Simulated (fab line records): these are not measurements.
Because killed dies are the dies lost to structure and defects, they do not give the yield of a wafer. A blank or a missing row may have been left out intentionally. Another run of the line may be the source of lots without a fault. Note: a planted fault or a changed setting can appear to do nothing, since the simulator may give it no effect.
8D (eight disciplines) problem report, filled in by code :: flow nand_harc :: the parts of the form that need people (team, actions taken, sign-off) are left out

1. WHAT IS WRONG
A mean of 1331.6 s is read at NHARC_A_CONTACT_ETCH_51 for run_length_s, taken on 1 wafer of 1 lot, against 1841.4 s (standard deviation 0.45) on wafers free of any fault. That is -99 or more standard deviations from the usual mean.
The step: etches the open film in O2/COS, target depth 7000 nm, time 1820 s.
First seen on wafer L851.4, day 24 14:05, on rie_diel-13. The record has a number at this step for 39 wafers belonging to 13 lots. Rule for "out" (also "out of limits"): further than 4 standard deviations from the usual mean. The rest of the wafers with a number are treated as sound.

2. WHAT IT IS AND WHAT IT IS NOT
question: which readings at this step
is: run_length_s
is not: drypump_motor_current_A, oes_product_au, rf_vpp_V, showerhead_plenum_p_Torr, throttle_valve_pct

question: which lots
is: L851
is not: L844, L846, L856, L857, L858, L860, L861, L862, L863, L864, L865, L866

question: which wafers of those lots
is: L851.4
is not: L851.3, L851.5

question: read on which tools
is: rie_diel-13
is not: rie_diel-01, rie_diel-03

question: when
is: from day 24 14:05
is not: up to then (8 sound wafers); but 30 sound wafers of L856, L857, L858, L860, L861, L862, L863, L864, L865, L866 came after

3. WHAT RULES OUT EACH SUSPECT
Counting: any tool at a process step up to the reading remains a suspect provided it ran every lot that is out. Sound lots after the first of them don't rule it out here, since some wafers of a struck lot are sound.
- rie_diel-13 at NHARC_A_CONTACT_ETCH_51 (etches the open film in O2/COS, target depth 7000 nm, time 1820 s): kept. It ran the lot that is out, L851 (day 24 14:05). On those wafers its own readings are out: run_length_s.
- The sound lot-mates ran in chamber 2 of rie_diel-13 at NHARC_A_CONTACT_ETCH_51, but the wafers that are out ran in chamber 0.
Left after counting: rie_diel-13 at NHARC_A_CONTACT_ETCH_51.

4. THE CAUSE (what the simulator had put in)
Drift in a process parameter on rie_diel-13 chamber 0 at NHARC_A_CONTACT_ETCH_51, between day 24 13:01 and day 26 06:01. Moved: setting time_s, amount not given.
The count eliminated every tool but this one.

5. THE CHAIN OF EFFECTS, in route order
Rows list readings where the struck wafers' mean (over those with a number) sits beyond 3 standard deviations from the usual. Only readings for which the record gives a usual standard deviation are gone through. hours: the time from each lot's start at the first step in this table that gives one to its start at this step, as a median over the lots. sigmas: the change in usual standard deviations.
hours: 0
step: NHARC_A_CONTACT_ETCH_51
reading: run_length_s
usual: 1841.4 s
on struck wafers: 1331.6
change: -509.8
sigmas: -99 or more
Process steps it contains:
- NHARC_A_CONTACT_ETCH_51: etches the open film in O2/COS, target depth 7000 nm, time 1820 s.

6. HOW IT WOULD HAVE BEEN CAUGHT EARLIER
In this record the first reading out of limits was taken at day 24 14:05, 1 hour after the fault began at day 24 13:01.
